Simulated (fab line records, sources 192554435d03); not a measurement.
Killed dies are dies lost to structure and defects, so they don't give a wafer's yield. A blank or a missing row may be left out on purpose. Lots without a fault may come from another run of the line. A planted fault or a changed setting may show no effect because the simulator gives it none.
Tool commonality check | flow n5_finfet | 9 lots, 27 wafers sampled

WHY IT WAS OPENED
At N5_BEOL_M2_CD_MEAS_11 the reading cd_nm is flagged on 2 of 9 lots. Wafers without a fault read 16.80 nm, standard deviation 0.29.
Rule: a lot is flagged when every wafer of it that has a number lies more than 4 standard deviations from that mean, or none has a number. The other lots count as sound.

lot  | measured     | on        | cd_nm (nm), wafer by wafer | flag
L424 | day 6 17:16  | cd_sem-01 | 16.68 16.74 16.45          |
L428 | day 7 19:58  | cd_sem-03 | 17.06 16.73 16.51          |
L430 | day 8 05:40  | cd_sem-03 | 16.97 17.06 17.38          |
L431 | day 8 17:50  | cd_sem-01 | 16.73 16.98 17.01          |
L437 | day 11 22:42 | cd_sem-02 | 16.38 16.63 16.55          |
L445 | day 11 23:43 | cd_sem-03 | 16.29 16.36 16.67          |
L438 | day 12 01:34 | cd_sem-03 | 15.05 15.07 15.00          | FLAGGED
L443 | day 12 03:40 | cd_sem-02 | 16.77 16.57 16.50          |
L441 | day 12 05:52 | cd_sem-02 | 15.46 15.24 15.11          | FLAGGED
The numbers of the flagged lots are 15.16 nm on average: -1.64 nm against the usual, or -6 standard deviations.

WHICH TOOL RAN EACH LOT
The record holds 3 process steps before the reading, out of a route of 1938 steps. In each cell: the tool, then ch and the chambers that the sampled wafers went through, then the start.
lot  | flag    | N5_BEOL_M1_PRE_CLEAN_60          | N5_BEOL_M2_HM_DEP_02         | N5_BEOL_M2_EXPOSE_08
L424 |         | cvd_co-02 ch 0,1, day 6 14:52    | pvd_sputter-03, day 6 16:44  | euv_scanner-01 ch 0, day 6 17:08
L428 |         | cvd_co-02 ch 0,1,2, day 7 17:47  | pvd_sputter-01, day 7 19:27  | euv_scanner-01 ch 0, day 7 19:50
L430 |         | cvd_co-02 ch 0,1, day 8 04:19    | pvd_sputter-03, day 8 05:08  | euv_scanner-02 ch 0, day 8 05:32
L431 |         | cvd_co-01 ch 1,2, day 8 16:50    | pvd_sputter-03, day 8 17:19  | euv_scanner-01 ch 0, day 8 17:41
L437 |         | cvd_co-01 ch 1,2, day 11 19:35   | pvd_sputter-03, day 11 22:11 | euv_scanner-01 ch 0, day 11 22:34
L445 |         | cvd_co-01 ch 0,2, day 11 22:53   | pvd_sputter-03, day 11 23:20 | euv_scanner-01 ch 0, day 11 23:35
L438 | FLAGGED | cvd_co-02 ch 0,1,2, day 11 22:55 | pvd_sputter-02, day 12 01:11 | euv_scanner-01 ch 0, day 12 01:27
L443 |         | cvd_co-02 ch 0,1,2, day 12 02:02 | pvd_sputter-03, day 12 03:15 | euv_scanner-02 ch 0, day 12 03:32
L441 | FLAGGED | cvd_co-01 ch 0,1,2, day 12 04:17 | pvd_sputter-03, day 12 05:20 | euv_scanner-01 ch 0, day 12 05:44
What these steps do:
- N5_BEOL_M1_PRE_CLEAN_60: time 15 s.
- N5_BEOL_M2_HM_DEP_02: deposits TiN, target thk 20 nm.
- N5_BEOL_M2_EXPOSE_08: exposes mask M2.
- N5_BEOL_M2_CD_MEAS_11: target cd 16.79 nm.

FLAGGED OVER TOTAL, TOOL BY TOOL (the gauges that took the reading come last)
step                    | tool           | lots run | flagged | share of the flagged lots | sound lots run after its first flagged lot
N5_BEOL_M1_PRE_CLEAN_60 | cvd_co-01      | 4        | 1       | some                      | 0
N5_BEOL_M1_PRE_CLEAN_60 | cvd_co-02      | 5        | 1       | some                      | 1 (L443)
N5_BEOL_M2_HM_DEP_02    | pvd_sputter-01 | 1        | 0       | none                      | -
N5_BEOL_M2_HM_DEP_02    | pvd_sputter-02 | 1        | 1       | some                      | 0
N5_BEOL_M2_HM_DEP_02    | pvd_sputter-03 | 7        | 1       | some                      | 0
N5_BEOL_M2_EXPOSE_08    | euv_scanner-01 | 7        | 2       | all                       | 0
N5_BEOL_M2_EXPOSE_08    | euv_scanner-02 | 2        | 0       | none                      | -
N5_BEOL_M2_CD_MEAS_11   | cd_sem-01      | 2        | 0       | none                      | -
N5_BEOL_M2_CD_MEAS_11   | cd_sem-02      | 3        | 1       | some                      | 0
N5_BEOL_M2_CD_MEAS_11   | cd_sem-03      | 4        | 1       | some                      | 0

WHAT THE TABLE ALLOWS
1 row of the table ran every flagged lot: euv_scanner-01 at N5_BEOL_M2_EXPOSE_08.
- euv_scanner-01 at N5_BEOL_M2_EXPOSE_08: 2 of its 7 lots flagged. Its last sound lot is L445 (day 11 23:35), its first flagged lot L438 (day 12 01:27): a fault that began between those two fits. Its own readings lie more than 4 standard deviations out on every wafer of the flagged lots: exposure_dose_mJ_cm2.
One tool is left: euv_scanner-01 at N5_BEOL_M2_EXPOSE_08.

WHAT THE SIMULATOR HAD PUT IN
Process parameter drift: euv_scanner-01, from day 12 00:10 on, at N5_BEOL_M2_EXPOSE_08. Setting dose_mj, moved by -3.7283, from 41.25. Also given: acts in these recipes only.
Lots struck among those shown: L438, L441. The rule above found the same.
